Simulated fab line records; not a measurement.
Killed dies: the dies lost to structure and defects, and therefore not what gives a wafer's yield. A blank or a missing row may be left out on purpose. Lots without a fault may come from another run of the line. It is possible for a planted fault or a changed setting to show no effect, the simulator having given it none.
Matching of chambers :: flow n5-finfet :: ald-sin-03 running N5_MOL_CONTACT_COAG_ALD_133: 4 sister chambers
The step deposits SiO2, target thk 5 nm, pulse time 1 s, co reactant pulse time 1 s. 4 wafers are shown with their chamber, then 12 later ones without.

== WAFERS WITH THEIR CHAMBER ==
wafer: L087.2
chamber: 3
heater-power-w (W): 74

wafer: L089.2
chamber: 0
heater-power-w (W): 67

wafer: L089.3
chamber: 2
heater-power-w (W): 89

wafer: L089.6
chamber: 1
heater-power-w (W): 83

== WAFERS WITH NO CHAMBER GIVEN ==
wafer: L090.1
heater-power-w (W): 73

wafer: L090.2
heater-power-w (W): 69

wafer: L090.3
heater-power-w (W): 88

wafer: L093.1
heater-power-w (W): 69

wafer: L093.3
heater-power-w (W): 82

wafer: L093.5
heater-power-w (W): 67

wafer: L094.1
heater-power-w (W): 73

wafer: L094.2
heater-power-w (W): 83

wafer: L094.5
heater-power-w (W): 82

wafer: L097.2
heater-power-w (W): 73

wafer: L097.3
heater-power-w (W): 89

wafer: L097.6
heater-power-w (W): 74

== CHAMBER TAKEN BY EACH ==
wafer: L090.1
from the rows above: 3
in truth: 3

wafer: L090.2
from the rows above: 0
in truth: 0

wafer: L090.3
from the rows above: 2
in truth: 2

wafer: L093.1
from the rows above: 0
in truth: 0

wafer: L093.3
from the rows above: 1
in truth: 1

wafer: L093.5
from the rows above: 0
in truth: 0

wafer: L094.1
from the rows above: 3
in truth: 3

wafer: L094.2
from the rows above: 1
in truth: 1

wafer: L094.5
from the rows above: 1
in truth: 1

wafer: L097.2
from the rows above: 3
in truth: 3

wafer: L097.3
from the rows above: 2
in truth: 2

wafer: L097.6
from the rows above: 3
in truth: 3
Correct placement for 12 of the 12. Not placeable from these rows: 0. 0 placed wrongly.
How it was worked out, from the rows above alone: a wafer's distance from a chamber is the root of the sum, over the readings, of the square of ((its reading less the chamber's mean) divided by the reading's scatter). If the next closest chamber is less than 2 further off than the closest, the wafer can't be placed; otherwise it belongs to the closest. Each chamber's mean is taken over the wafers shown for it. The scatter: root of mean squared gap, hidden wafer to nearest shown wafer, with one shown wafer a chamber.
